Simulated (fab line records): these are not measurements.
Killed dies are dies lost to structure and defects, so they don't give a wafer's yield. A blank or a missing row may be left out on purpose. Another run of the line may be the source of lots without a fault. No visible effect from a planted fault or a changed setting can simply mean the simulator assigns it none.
Matching of chambers || flow n5-finfet || cvd-co-01 running N5_BEOL_M3_PRE_CLEAN_60: 3 sister chambers
The step time 15 s. 22 wafers are shown with their chamber, then 11 later ones without.

WAFERS WITH THEIR CHAMBER
{"wafer": "L074.2", "chamber": 1, "heater-power-w (W)": 101, "rf-fwd-power-W (W)": 296.4}
{"wafer": "L074.3", "chamber": 2, "heater-power-w (W)": 68, "rf-fwd-power-W (W)": 295.7}
{"wafer": "L074.4", "chamber": 2, "heater-power-w (W)": 68, "rf-fwd-power-W (W)": 297.0}
{"wafer": "L077.1", "chamber": 1, "heater-power-w (W)": 102, "rf-fwd-power-W (W)": 296.8}
{"wafer": "L077.4", "chamber": 1, "heater-power-w (W)": 101, "rf-fwd-power-W (W)": 296.9}
{"wafer": "L077.6", "chamber": 0, "heater-power-w (W)": 67, "rf-fwd-power-W (W)": 295.9}
{"wafer": "L078.3", "chamber": 2, "heater-power-w (W)": 68, "rf-fwd-power-W (W)": 297.7}
{"wafer": "L078.5", "chamber": 2, "heater-power-w (W)": 68, "rf-fwd-power-W (W)": 297.5}
{"wafer": "L078.6", "chamber": 0, "heater-power-w (W)": 68, "rf-fwd-power-W (W)": 297.9}
{"wafer": "L083.1", "chamber": 2, "heater-power-w (W)": 69, "rf-fwd-power-W (W)": 299.0}
{"wafer": "L083.2", "chamber": 0, "heater-power-w (W)": 69, "rf-fwd-power-W (W)": 297.6}
{"wafer": "L083.6", "chamber": 1, "heater-power-w (W)": 104, "rf-fwd-power-W (W)": 295.0}
{"wafer": "L084.3", "chamber": 0, "heater-power-w (W)": 70, "rf-fwd-power-W (W)": 295.7}
{"wafer": "L084.5", "chamber": 2, "heater-power-w (W)": 69, "rf-fwd-power-W (W)": 295.6}
{"wafer": "L084.6", "chamber": 1, "heater-power-w (W)": 104, "rf-fwd-power-W (W)": 295.7}
{"wafer": "L085.1", "chamber": 0, "heater-power-w (W)": 69, "rf-fwd-power-W (W)": 296.2}
{"wafer": "L085.3", "chamber": 2, "heater-power-w (W)": 68, "rf-fwd-power-W (W)": 297.6}
{"wafer": "L085.5", "chamber": 1, "heater-power-w (W)": 103, "rf-fwd-power-W (W)": 296.5}
{"wafer": "L086.1", "chamber": 1, "heater-power-w (W)": 103, "rf-fwd-power-W (W)": 296.7}
{"wafer": "L086.2", "chamber": 2, "heater-power-w (W)": 67, "rf-fwd-power-W (W)": 297.7}
{"wafer": "L086.3", "chamber": 0, "heater-power-w (W)": 67, "rf-fwd-power-W (W)": 296.2}
{"wafer": "L092.2", "chamber": 2, "heater-power-w (W)": 68, "rf-fwd-power-W (W)": 299.3}

SIGNATURES (averages over the wafers above)
{"reading": "heater-power-w", "chamber 0": 68.33, "chamber 1": 102.57, "chamber 2": 68.11, "scatter within a chamber": 1.02}
{"reading": "rf-fwd-power-W", "chamber 0": 296.583, "chamber 1": 296.286, "chamber 2": 297.456, "scatter within a chamber": 1.02}
Rule: for each reading, subtract the chamber's mean from the wafer's reading, divide by that reading's scatter and square the result; add these up over the readings and take the root, which gives the wafer's distance from the chamber. If the next closest chamber is less than 2 further off than the closest, the wafer can't be placed; otherwise it belongs to the closest. The scatter is the square root of a quotient: the sum, over the shown wafers, of each reading's squared deviation from its chamber's mean, divided by wafers minus chambers.

WAFERS MISSING THEIR CHAMBER
{"wafer": "L092.3", "heater-power-w (W)": 72, "rf-fwd-power-W (W)": 296.8}
{"wafer": "L092.4", "heater-power-w (W)": 70, "rf-fwd-power-W (W)": 296.1}
{"wafer": "L093.1", "heater-power-w (W)": 72, "rf-fwd-power-W (W)": 294.5}
{"wafer": "L093.2", "heater-power-w (W)": 106, "rf-fwd-power-W (W)": 295.3}
{"wafer": "L093.4", "heater-power-w (W)": 68, "rf-fwd-power-W (W)": 294.6}
{"wafer": "L095.2", "heater-power-w (W)": 71, "rf-fwd-power-W (W)": 295.3}
{"wafer": "L095.3", "heater-power-w (W)": 68, "rf-fwd-power-W (W)": 297.4}
{"wafer": "L095.4", "heater-power-w (W)": 70, "rf-fwd-power-W (W)": 298.4}
{"wafer": "L097.1", "heater-power-w (W)": 68, "rf-fwd-power-W (W)": 296.7}
{"wafer": "L097.4", "heater-power-w (W)": 70, "rf-fwd-power-W (W)": 297.1}
{"wafer": "L097.5", "heater-power-w (W)": 68, "rf-fwd-power-W (W)": 295.1}

CHAMBER TAKEN BY EACH
{"wafer": "L092.3", "from the rows above": "can't be placed: 0 or 2", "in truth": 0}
{"wafer": "L092.4", "from the rows above": "can't be placed: 0 or 2", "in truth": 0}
{"wafer": "L093.1", "from the rows above": "can't be placed: 0 or 2", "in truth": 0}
{"wafer": "L093.2", "from the rows above": 1, "in truth": 1}
{"wafer": "L093.4", "from the rows above": "can't be placed: 0 or 2", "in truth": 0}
{"wafer": "L095.2", "from the rows above": "can't be placed: 0 or 2", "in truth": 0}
{"wafer": "L095.3", "from the rows above": "can't be placed: 2 or 0", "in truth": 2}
{"wafer": "L095.4", "from the rows above": "can't be placed: 2 or 0", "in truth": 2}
{"wafer": "L097.1", "from the rows above": "can't be placed: 0 or 2", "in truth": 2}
{"wafer": "L097.4", "from the rows above": "can't be placed: 0 or 2", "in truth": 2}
{"wafer": "L097.5", "from the rows above": "can't be placed: 0 or 2", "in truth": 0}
Placed correctly: 1 of 11. Can't be placed from these rows: 10 (the true chamber is among the candidates in 10). Number placed wrongly: 0.
